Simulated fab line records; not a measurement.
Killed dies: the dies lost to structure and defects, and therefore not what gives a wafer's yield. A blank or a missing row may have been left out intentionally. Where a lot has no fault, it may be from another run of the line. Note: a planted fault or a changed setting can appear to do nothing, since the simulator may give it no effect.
Comparing a struck lot with a sound one	flow n5-finfet	16 out of 1938 route steps
Sound: wafers L579.4, L579.5, L579.6. Wafers L574.2, L574.4 were the ones struck. The cause is named last.
Order at every step that has rows: each side's tool, ch and its chambers, its first start. Under that, the readings that differ: sound wafers	struck wafers	difference of the means	sigmas: that difference in standard deviations of wafers without a fault.
alike: same words and numbers on both sides, and readings whose means sit less than 2 such deviations apart. not compared: any withheld reading, any reading some wafer has no value for, any bound like >300 that may hide the same value, and any number with overlapping values for which the record gives no deviation.
Wherever a step has rows on one side only, a row that says differs or no value, or a row with sigmas, the two part there. Non-overlapping numbers with no deviation appear without sigmas and do not part them. A reading that every wafer of one side lacks parts them only if that side has two wafers or more.

first, 4 steps without rows for these wafers: N5_HKMG_FIN_SOFTBAKE_44 (time 60 s); N5_HKMG_FIN_EXPOSE_46 (exposes mask NDIPOLE); N5_HKMG_FIN_PEB_47 (peb time 60 s); N5_HKMG_FIN_DEVELOP_48 (develop time 30 s).
N5_HKMG_FIN_CD_MEAS_49: target cd 202 nm.
  sound on cd-sem-03 ch 0, day 7 11:50; struck on cd-sem-01 ch 0, day 6 04:42
reading	sound	struck	difference	sigmas
cd-nm (nm)	202.5 202.3 203.0	201.7 201.2	-1.2	-2
N5_HKMG_FIN_OVL_MEAS_50:
  sound on overlay-01 ch 0, day 7 11:52; struck on overlay-02 ch 0, day 6 04:44
  alike: NDIPOLE_OVL
N5_HKMG_FIN_INSPECT_61: inspects for defects (macro).
  sound on defect-inspect-02 at day 7 11:53; struck on defect-inspect-02 at day 6 04:45
  alike: raw-defect-count
N5_HKMG_FIN_DESCUM_53: chemistry O2, time 7.9 s.
  sound on rie-diel-02 ch 0,3, day 7 12:10; struck on rie-diel-04 ch 3, day 6 04:47
  alike: drypump-motor-current-A, oes-product-au, rf-fwd-power-W, rf-vpp-V, showerhead-plenum-p-Torr, throttle-valve-pct
  not compared: rf-hours-counter-h
N5_HKMG_FIN_ETCH_54: etches SiARC in CF4, target depth 45.5 nm, time 75.8 s.
  sound on rie-diel-02 ch 0,3, day 7 12:12; struck on rie-diel-04 ch 3, day 6 04:50
  alike: cf4-flow-sccm, drypump-motor-current-A, etch-rf-on-time-s, oes-product-au, rf-fwd-power-W, rf-vpp-V, showerhead-plenum-p-Torr, throttle-valve-pct
  not compared: rf-hours-counter-h
N5_HKMG_FIN_ETCH_55: etches SOC in N2/H2, target depth 240 nm, time 300 s.
  sound on rie-diel-02 ch 0,3, day 7 12:16; struck on rie-diel-04 ch 3, day 6 04:55
  alike: drypump-motor-current-A, oes-product-au, rf-fwd-power-W, rf-vpp-V, run-length-s, showerhead-plenum-p-Torr, throttle-valve-pct
  not compared: rf-hours-counter-h
then, 1 step without rows for these wafers: N5_HKMG_FIN_STRIP_56 (strips in N2/H2).
N5_HKMG_FIN_STRIP_57: strips in CF4.
  sound on rie-diel-02 ch 0,3, day 7 12:27; struck on rie-diel-04 ch 3, day 6 05:13
  alike: cf4-flow-sccm, drypump-motor-current-A, oes-product-au, rf-fwd-power-W, rf-vpp-V, showerhead-plenum-p-Torr, throttle-valve-pct
  not compared: rf-hours-counter-h
N5_HKMG_FIN_ETCH_58: etches SOC in N2/H2, target depth 215.8 nm, time 741 s.
  sound on rie-diel-02 ch 0,3, day 7 12:28; struck on rie-diel-04 ch 3, day 6 05:14
reading	sound	struck	difference	sigmas
rf-fwd-power-W (W)	875.4 879.6 873.1	- -	no value on the struck wafers	
run-length-s (s)	764.9 764.4 764.0	647.2 647.1	-117.3	-99 or more
model.etch.depth-nm (nm)	214.6 215.5 212.5	183.5 185.3	-29.8	
model.SOC_of_HKMG_FIN_COAT_41.thk-nm (nm)	85.4 85.4 88.4	116.2 114.4	+28.9	
model.HKMG_FIN.feature-depth-nm (nm)	214.6 215.4 212.6	183.6 185.2	-29.8	
  alike: drypump-motor-current-A, oes-product-au, rf-vpp-V, showerhead-plenum-p-Torr, throttle-valve-pct
  not compared: rf-hours-counter-h
N5_HKMG_FIN_STRIP_93: strips SOC in N2/H2, time 20 s.
  sound on rie-diel-02 ch 0,3, day 7 12:53; struck on rie-diel-04 ch 3, day 6 05:52
reading	sound	struck	difference	sigmas
model.SOC_of_HKMG_FIN_COAT_41.thk-nm (nm)	75.2 75.2 78.2	105.6 103.8	+28.5	
  alike: drypump-motor-current-A, oes-product-au, rf-fwd-power-W, rf-vpp-V, showerhead-plenum-p-Torr, throttle-valve-pct
  not compared: rf-hours-counter-h
then, 1 step without rows for these wafers: N5_HKMG_FIN_WET_ETCH_76 (etches Al2O3 in dNH4OH, stops on La2O3, target depth 2.25 nm, rinse time 30 s).
-- the record jumps here: 4 days lie between the struck wafers' starts before and after (it left off in module HKMG_FIN and takes up again in module BEOL_M4, whose first step shown is number 1111 of the route) --
N5_BEOL_M4_RC_MEAS_101:
  sound on prober-01 ch 0, day 11 03:47; struck on prober-01 ch 0, day 10 00:53
  alike: DIBL_N, DIBL_P, IOFF_N, IOFF_P, ION_N, ION_P, SS_N, SS_P, VT_N, VT_P

## WHERE THEY PART
At N5_HKMG_FIN_CD_MEAS_49 first; at N5_HKMG_FIN_ETCH_58 last (within this record only). Later steps at which nothing parts them and some readings are alike: N5_HKMG_FIN_STRIP_93, N5_BEOL_M4_RC_MEAS_101.

WHY: whatever the simulator had introduced
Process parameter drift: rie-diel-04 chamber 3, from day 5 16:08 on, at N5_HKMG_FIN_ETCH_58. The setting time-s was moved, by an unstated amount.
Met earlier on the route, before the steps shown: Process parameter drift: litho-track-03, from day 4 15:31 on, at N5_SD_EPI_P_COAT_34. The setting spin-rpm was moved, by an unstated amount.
